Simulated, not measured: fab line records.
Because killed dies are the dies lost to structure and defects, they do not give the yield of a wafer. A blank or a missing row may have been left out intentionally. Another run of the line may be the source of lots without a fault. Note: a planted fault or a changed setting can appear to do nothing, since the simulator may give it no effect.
Split-lot experiment :: flow n5 finfet :: 39 wafers read across 7 lots, on a route 1938 steps long

ABOUT THE SPLIT
At N5_MOL_CONTACT_COAG_IMPLANT_129, the setting energy kev was moved away from the recipe's 3 on 9 of the 39 wafers read, by +13.0% to +28.0%. This setting was run at the recipe's value on the other wafers.

Reading taken at the split's own step.

THE READING
implant.drp nm (the simulator's own value, which no gauge read), in nm, at N5_MOL_CONTACT_COAG_IMPLANT_129. There is no usual value for it anywhere in the file.

wafer: L079.1
tool, chamber at the split: implanter-02, 0
energy kev as run: 3.464
against the recipe: +15.5%
implant.drp nm, nm: 2.333
against lot-mates on the recipe: +0.199

wafer: L079.5
tool, chamber at the split: implanter-02, 0
energy kev as run: 3.464
against the recipe: +15.5%
implant.drp nm, nm: 2.333
against lot-mates on the recipe: +0.199

wafer: L079.6
tool, chamber at the split: implanter-02, 0
energy kev as run: 3.464
against the recipe: +15.5%
implant.drp nm, nm: 2.333
against lot-mates on the recipe: +0.199

wafer: L079.2
tool, chamber at the split: implanter-02, 0
energy kev as run: 3
against the recipe: recipe
implant.drp nm, nm: 2.134
against lot-mates on the recipe: -

wafer: L079.3
tool, chamber at the split: implanter-02, 0
energy kev as run: 3
against the recipe: recipe
implant.drp nm, nm: 2.134
against lot-mates on the recipe: -

wafer: L079.4
tool, chamber at the split: implanter-02, 0
energy kev as run: 3
against the recipe: recipe
implant.drp nm, nm: 2.134
against lot-mates on the recipe: -

wafer: L085.1
tool, chamber at the split: implanter-01, 0
energy kev as run: 3
against the recipe: recipe
implant.drp nm, nm: 2.134
against lot-mates on the recipe: -

wafer: L085.2
tool, chamber at the split: implanter-01, 0
energy kev as run: 3
against the recipe: recipe
implant.drp nm, nm: 2.134
against lot-mates on the recipe: -

wafer: L085.3
tool, chamber at the split: implanter-01, 0
energy kev as run: 3
against the recipe: recipe
implant.drp nm, nm: 2.134
against lot-mates on the recipe: -

wafer: L085.4
tool, chamber at the split: implanter-01, 0
energy kev as run: 3
against the recipe: recipe
implant.drp nm, nm: 2.134
against lot-mates on the recipe: -

wafer: L085.5
tool, chamber at the split: implanter-01, 0
energy kev as run: 3
against the recipe: recipe
implant.drp nm, nm: 2.134
against lot-mates on the recipe: -

wafer: L085.6
tool, chamber at the split: implanter-01, 0
energy kev as run: 3
against the recipe: recipe
implant.drp nm, nm: 2.134
against lot-mates on the recipe: -

wafer: L086.1
tool, chamber at the split: implanter-02, 0
energy kev as run: 3.391
against the recipe: +13.0%
implant.drp nm, nm: 2.303
against lot-mates on the recipe: +0.169

wafer: L086.3
tool, chamber at the split: implanter-02, 0
energy kev as run: 3.391
against the recipe: +13.0%
implant.drp nm, nm: 2.303
against lot-mates on the recipe: +0.169

wafer: L086.5
tool, chamber at the split: implanter-02, 0
energy kev as run: 3.391
against the recipe: +13.0%
implant.drp nm, nm: 2.303
against lot-mates on the recipe: +0.169

wafer: L086.2
tool, chamber at the split: implanter-02, 0
energy kev as run: 3
against the recipe: recipe
implant.drp nm, nm: 2.134
against lot-mates on the recipe: -

wafer: L086.4
tool, chamber at the split: implanter-02, 0
energy kev as run: 3
against the recipe: recipe
implant.drp nm, nm: 2.134
against lot-mates on the recipe: -

wafer: L086.6
tool, chamber at the split: implanter-02, 0
energy kev as run: 3
against the recipe: recipe
implant.drp nm, nm: 2.134
against lot-mates on the recipe: -

wafer: L088.1
tool, chamber at the split: implanter-02, 0
energy kev as run: 3
against the recipe: recipe
implant.drp nm, nm: 2.134
against lot-mates on the recipe: -

wafer: L088.2
tool, chamber at the split: implanter-02, 0
energy kev as run: 3
against the recipe: recipe
implant.drp nm, nm: 2.134
against lot-mates on the recipe: -

wafer: L088.3
tool, chamber at the split: implanter-02, 0
energy kev as run: 3
against the recipe: recipe
implant.drp nm, nm: 2.134
against lot-mates on the recipe: -

wafer: L088.4
tool, chamber at the split: implanter-02, 0
energy kev as run: 3
against the recipe: recipe
implant.drp nm, nm: 2.134
against lot-mates on the recipe: -

wafer: L088.5
tool, chamber at the split: implanter-02, 0
energy kev as run: 3
against the recipe: recipe
implant.drp nm, nm: 2.134
against lot-mates on the recipe: -

wafer: L088.6
tool, chamber at the split: implanter-02, 0
energy kev as run: 3
against the recipe: recipe
implant.drp nm, nm: 2.134
against lot-mates on the recipe: -

wafer: L093.1
tool, chamber at the split: implanter-02, 0
energy kev as run: 3
against the recipe: recipe
implant.drp nm, nm: 2.134
against lot-mates on the recipe: -

wafer: L093.5
tool, chamber at the split: implanter-02, 0
energy kev as run: 3
against the recipe: recipe
implant.drp nm, nm: 2.134
against lot-mates on the recipe: -

wafer: L093.6
tool, chamber at the split: implanter-02, 0
energy kev as run: 3
against the recipe: recipe
implant.drp nm, nm: 2.134
against lot-mates on the recipe: -

wafer: L095.1
tool, chamber at the split: implanter-01, 0
energy kev as run: 3
against the recipe: recipe
implant.drp nm, nm: 2.134
against lot-mates on the recipe: -

wafer: L095.2
tool, chamber at the split: implanter-01, 0
energy kev as run: 3
against the recipe: recipe
implant.drp nm, nm: 2.134
against lot-mates on the recipe: -

wafer: L095.6
tool, chamber at the split: implanter-01, 0
energy kev as run: 3
against the recipe: recipe
implant.drp nm, nm: 2.134
against lot-mates on the recipe: -

wafer: L095.3
tool, chamber at the split: implanter-01, 0
energy kev as run: 3.841
against the recipe: +28.0%
implant.drp nm, nm: 2.488
against lot-mates on the recipe: +0.354

wafer: L095.4
tool, chamber at the split: implanter-01, 0
energy kev as run: 3.841
against the recipe: +28.0%
implant.drp nm, nm: 2.488
against lot-mates on the recipe: +0.354

wafer: L095.5
tool, chamber at the split: implanter-01, 0
energy kev as run: 3.841
against the recipe: +28.0%
implant.drp nm, nm: 2.488
against lot-mates on the recipe: +0.354

wafer: L097.1
tool, chamber at the split: implanter-02, 0
energy kev as run: 3
against the recipe: recipe
implant.drp nm, nm: 2.134
against lot-mates on the recipe: -

wafer: L097.2
tool, chamber at the split: implanter-02, 0
energy kev as run: 3
against the recipe: recipe
implant.drp nm, nm: 2.134
against lot-mates on the recipe: -

wafer: L097.3
tool, chamber at the split: implanter-02, 0
energy kev as run: 3
against the recipe: recipe
implant.drp nm, nm: 2.134
against lot-mates on the recipe: -

wafer: L097.4
tool, chamber at the split: implanter-02, 0
energy kev as run: 3
against the recipe: recipe
implant.drp nm, nm: 2.134
against lot-mates on the recipe: -

wafer: L097.5
tool, chamber at the split: implanter-02, 0
energy kev as run: 3
against the recipe: recipe
implant.drp nm, nm: 2.134
against lot-mates on the recipe: -

wafer: L097.6
tool, chamber at the split: implanter-02, 0
energy kev as run: 3
against the recipe: recipe
implant.drp nm, nm: 2.134
against lot-mates on the recipe: -

FIT RESULTS
A straight line over all 39 wafers: implant.drp nm changes by +0.0127 nm for each +1% of energy kev; r = +1.00; the points scatter about the line by 0.0013 nm.
The same after taking each lot's own level away (the mean of its wafers on the recipe; 39 wafers): +0.0127 nm for each +1%; r = +1.00; scatter 0.0013 nm.
That fit puts the effect of the largest move of energy kev on the reading at 0.36 nm.
The lots' own levels span 2.1340 to 2.1340 nm.
Consequently the slope shifts little with the lot-to-lot level, the two slopes agreeing.
Check: with one of the wafers moved furthest among these (+28.0%) left out of the fit, the line predicts +0.357 nm for it against its lot-mates. It came out at +0.354 nm against them.

THESE WAFERS: OTHER SPLITS
Note: prior to the reading, these wafers also went through further splits. Each is held against what the fit with the lots' levels taken away leaves over:
other split on the same wafers: N5_WELL_APT_EPI_41 time s
wafers away from the commonest value: 9
r with implant.drp nm (lot level and that fit taken away): -0.37

other split on the same wafers: N5_FIN_SAQP_ETCH_65 time s
wafers away from the commonest value: 15
r with implant.drp nm (lot level and that fit taken away): -0.29

other split on the same wafers: N5_DUMMY_GATE_ETCH_31 target depth a
wafers away from the commonest value: 15
r with implant.drp nm (lot level and that fit taken away): +0.28

other split on the same wafers: N5_DUMMY_GATE_ETCH_32 time s
wafers away from the commonest value: 18
r with implant.drp nm (lot level and that fit taken away): -0.08

other split on the same wafers: N5_HKMG_FIN_ETCH_58 bias w
wafers away from the commonest value: 9
r with implant.drp nm (lot level and that fit taken away): +0.13

THE WHOLE CHAIN: every reading that the file lists as answering this split, in the file's order
step: N5_MOL_CONTACT_COAG_IMPLANT_129
what it does: 
reading: implant.rp nm (the simulator's own value, which no gauge read)
change (the file's fit): +0.0335 nm for each +1% of the setting
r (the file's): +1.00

step: N5_MOL_CONTACT_COAG_IMPLANT_129
what it does: 
reading: implant.drp nm (the simulator's own value, which no gauge read)
change (the file's fit): +0.0127 nm for each +1% of the setting
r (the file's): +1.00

FILE'S OWN FIT
implant.drp nm changes by +0.0127 nm for each +1% of energy kev, r = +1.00.
